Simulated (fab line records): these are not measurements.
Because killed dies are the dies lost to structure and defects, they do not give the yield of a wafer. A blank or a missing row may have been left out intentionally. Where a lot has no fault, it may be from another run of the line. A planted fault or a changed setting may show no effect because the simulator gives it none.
Split-lot study | flow n5Finfet | 39 wafers read across 7 lots, on a route 1938 steps long

ON THE SPLIT
At N5_HKMG_FIN_PWFM_ALD_03 (deposits TiN, target thk 2 nm, pulse time 1 s, purge time 3 s), the setting aldCycles was moved away from the recipe's 91 on 12 of the 39 wafers read, by -39.6% to +42.9%. The other wafers ran this setting at the recipe's value.

The reading comes from the split's own step.

THE READING
TiN_of_HKMG_FIN_PWFM_ALD_03.thkNm (the simulator's own value, which no gauge read), in nm, at N5_HKMG_FIN_PWFM_ALD_03 (deposits TiN, target thk 2 nm, pulse time 1 s, purge time 3 s). The file gives no usual value for it.

wafer  | tool, chamber at the split | aldCycles as run | against the recipe | TiN_of_HKMG_FIN_PWFM_ALD_03.thkNm, nm | against lot-mates on the recipe
L074.2 | aldMetal-04, 3,1,3         | 91               | recipe             | 2                                     | -
L074.3 | aldMetal-04, 3,1,3         | 91               | recipe             | 2                                     | -
L074.6 | aldMetal-04, 3,1,3         | 91               | recipe             | 2                                     | -
L075.1 | aldMetal-04, 1,0,2,3,3,0   | 91               | recipe             | 2                                     | -
L075.2 | aldMetal-04, 1,0,2,3,3,0   | 91               | recipe             | 2                                     | -
L075.3 | aldMetal-04, 1,0,2,3,3,0   | 91               | recipe             | 2                                     | -
L075.4 | aldMetal-04, 1,0,2,3,3,0   | 91               | recipe             | 2                                     | -
L075.5 | aldMetal-04, 1,0,2,3,3,0   | 91               | recipe             | 2                                     | -
L075.6 | aldMetal-04, 1,0,2,3,3,0   | 91               | recipe             | 2                                     | -
L078.1 | aldMetal-04, 2,0,3         | 91               | recipe             | 2                                     | -
L078.2 | aldMetal-04, 2,0,3         | 91               | recipe             | 2                                     | -
L078.3 | aldMetal-04, 2,0,3         | 91               | recipe             | 2                                     | -
L078.4 | aldMetal-04, 1,0,1         | 55               | -39.6%             | 1.2                                   | -0.8
L078.5 | aldMetal-04, 1,0,1         | 55               | -39.6%             | 1.2                                   | -0.8
L078.6 | aldMetal-04, 1,0,1         | 55               | -39.6%             | 1.2                                   | -0.8
L081.1 | aldMetal-02, 0,3,1         | 118              | +29.7%             | 2.6                                   | +0.6
L081.3 | aldMetal-02, 0,3,1         | 118              | +29.7%             | 2.6                                   | +0.6
L081.6 | aldMetal-02, 0,3,1         | 118              | +29.7%             | 2.6                                   | +0.6
L081.2 | aldMetal-02, 1,3,0         | 91               | recipe             | 2                                     | -
L081.4 | aldMetal-02, 1,3,0         | 91               | recipe             | 2                                     | -
L081.5 | aldMetal-02, 1,3,0         | 91               | recipe             | 2                                     | -
L082.1 | aldMetal-02, 0,3,1         | 59               | -35.2%             | 1.2                                   | -0.8
L082.5 | aldMetal-02, 0,3,1         | 59               | -35.2%             | 1.2                                   | -0.8
L082.6 | aldMetal-02, 0,3,1         | 59               | -35.2%             | 1.2                                   | -0.8
L082.2 | aldMetal-02, 3,1,0         | 91               | recipe             | 2                                     | -
L082.3 | aldMetal-02, 3,1,0         | 91               | recipe             | 2                                     | -
L082.4 | aldMetal-02, 3,1,0         | 91               | recipe             | 2                                     | -
L088.1 | aldMetal-04, 3,1,0,2,2,3   | 91               | recipe             | 2                                     | -
L088.2 | aldMetal-04, 3,1,0,2,2,3   | 91               | recipe             | 2                                     | -
L088.3 | aldMetal-04, 3,1,0,2,2,3   | 91               | recipe             | 2                                     | -
L088.4 | aldMetal-04, 3,1,0,2,2,3   | 91               | recipe             | 2                                     | -
L088.5 | aldMetal-04, 3,1,0,2,2,3   | 91               | recipe             | 2                                     | -
L088.6 | aldMetal-04, 3,1,0,2,2,3   | 91               | recipe             | 2                                     | -
L089.1 | aldMetal-02, 1,0,1         | 130              | +42.9%             | 2.8                                   | +0.8
L089.3 | aldMetal-02, 1,0,1         | 130              | +42.9%             | 2.8                                   | +0.8
L089.5 | aldMetal-02, 1,0,1         | 130              | +42.9%             | 2.8                                   | +0.8
L089.2 | aldMetal-02, 3,0,3         | 91               | recipe             | 2                                     | -
L089.4 | aldMetal-02, 3,0,3         | 91               | recipe             | 2                                     | -
L089.6 | aldMetal-02, 3,0,3         | 91               | recipe             | 2                                     | -
When a row names more than one chamber, that row covers several wafers, and the file does not tell which wafer ran in which chamber.

FIT RESULTS
A straight line over all 39 wafers: TiN_of_HKMG_FIN_PWFM_ALD_03.thkNm changes by +0.0203 nm for each +1% of aldCycles; r = +1.00; the points scatter about the line by 0.029 nm.
The same after taking each lot's own level away (the mean of its wafers on the recipe; 39 wafers): +0.0203 nm for each +1%; r = +1.00; scatter 0.029 nm.
According to that fit, moving aldCycles by its largest amount changes the reading by 0.87 nm.
The lots' own levels span 2.00 to 2.00 nm.
So the lot-to-lot level changes the slope little: the two slopes agree.
Check: for one of the wafers moved furthest among these (+42.9%), held out of the fit, the line's prediction against its lot-mates is +0.866 nm. It came out at +0.8 nm against them.

ADDITIONAL SPLITS CARRIED BY THESE WAFERS
These wafers also went through other splits before the reading. Each is held against what the fit with the lots' levels taken away leaves over:
other split on the same wafers | wafers away from the commonest value | r with TiN_of_HKMG_FIN_PWFM_ALD_03.thkNm (lot level and that fit taken away)
N5_FIN_CUT_ETCH_21 timeS       | 12                                   | +0.32
N5_SD_EPI_P_EPI_21 timeS       | 12                                   | +0.10

FILE'S OWN FIT
TiN_of_HKMG_FIN_PWFM_ALD_03.thkNm changes by +0.0203 nm for each +1% of aldCycles, r = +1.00.
